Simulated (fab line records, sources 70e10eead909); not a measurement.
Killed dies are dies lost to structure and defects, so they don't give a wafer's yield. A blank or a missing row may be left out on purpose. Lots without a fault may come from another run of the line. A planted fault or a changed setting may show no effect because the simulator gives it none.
Problem report in the 8D (eight disciplines) form, filled by code | flow nand_harc | the parts of the form that need people (team, actions taken, sign-off) are left out

1. THE PROBLEM
thk_nm at NHARC_A_M1_THK_MEAS_24 reads a mean of 146.9 nm on 1 wafer of 1 lot; wafers without a fault read 154.3 nm with a standard deviation of 1.6. That is -4.6 standard deviations from the usual mean.
The step: measures by xrf.
First seen on wafer L315.1, day 26 08:16, on film_metro-01. The record holds 37 wafers of 13 lots with a number at this step. Rule for "out", or "out of limits": more than 4 standard deviations from the usual mean. The other wafers with a number count as sound.

2. WHAT IT IS AND WHAT IT IS NOT
question                    | is                     | is not
which readings at this step | thk_nm                 | -
which lots                  | L315                   | L310, L311, L312, L314, L316, L317, L326, L327, L329, L330, L331, L332
which wafers of those lots  | all that have a number | -
read on which gauges        | film_metro-01          | film_metro-02
when                        | from day 26 08:16      | up to then (18 sound wafers); but 18 sound wafers of L326, L327, L329, L330, L331, L332 came after

3. SUSPECTS, AND WHAT RULES EACH OUT
Counting: a tool at a process step up to the reading stays a suspect if it ran every lot that is out and no sound lot after the first of them.
- the gauge at NHARC_A_M1_THK_MEAS_24: ruled out. All the wafers that are out were read on film_metro-01, but those of them that NHARC_A_M1_CMP_23 has rows for are out there too, on other tools.
- rie_diel-11 at NHARC_A_M1_DESCUM_14 (chemistry O2, time 3 s): ruled out as a lasting fault. Sound lots L331 ran on it after its first lot that is out, L315 (day 26 05:48).
- pvd_sputter-02 at NHARC_A_M1_PRE_CLEAN_30 (time 30 s): ruled out as a lasting fault. Sound lots L332 ran on it after its first lot that is out, L315 (day 26 07:57). NHARC_A_M1_PRE_CLEAN_30 gives no start for some lots, so the hours and the order of its lots are those of NHARC_A_M1_CMP_23.
- cmp-03 at NHARC_A_M1_CMP_23 (polishes, t overpolish 20 s, target thk 154.34 nm): ruled out as a lasting fault. Sound lots L327, L326, L330, L329, L331 ran on it after its first lot that is out, L315 (day 26 07:57).
Left after counting: nothing in the record.

4. THE CAUSE (what the simulator had put in)
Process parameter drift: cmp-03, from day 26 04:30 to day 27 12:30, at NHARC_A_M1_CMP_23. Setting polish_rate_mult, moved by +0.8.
Counting ruled it out, wrongly: the rule takes a fault to strike every lot that its tool runs from its start on, and this one did not.

5. THE CHAIN OF EFFECTS, in route order
Each row: a reading whose mean over the struck wafers that have a number lies more than 3 standard deviations from the usual. Only readings for which the record gives a usual standard deviation are gone through. hours: the time from each lot's start at the first step in this table that gives one to its start at this step, as a median over the lots. sigmas: the change in usual standard deviations.
hours | step                   | reading            | usual    | on struck wafers | change | sigmas
0     | NHARC_A_M1_CMP_23      | time_to_endpoint_s | 28.4 s   | 15.1             | -13.3  | -4.6
0     | NHARC_A_M1_THK_MEAS_24 | thk_nm             | 154.3 nm | 146.9            | -7.4   | -4.6
The process steps in it:
- NHARC_A_M1_CMP_23: polishes, t overpolish 20 s, target thk 154.34 nm.
Later measuring or inspecting steps at which every struck wafer that the step has a row for has a number for every such reading, and none has moved that far: NHARC_END_SORT_01.

6. WHAT WOULD HAVE CAUGHT IT SOONER
In this record the first reading out of limits at a measuring or inspecting step was taken at day 26 08:16, 4 hours after the fault began at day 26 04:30.
The tool's own readings at NHARC_A_M1_CMP_23 were out on every struck wafer that the step has a row for (time_to_endpoint_s): an alarm limit on them would have fired on the first of those.
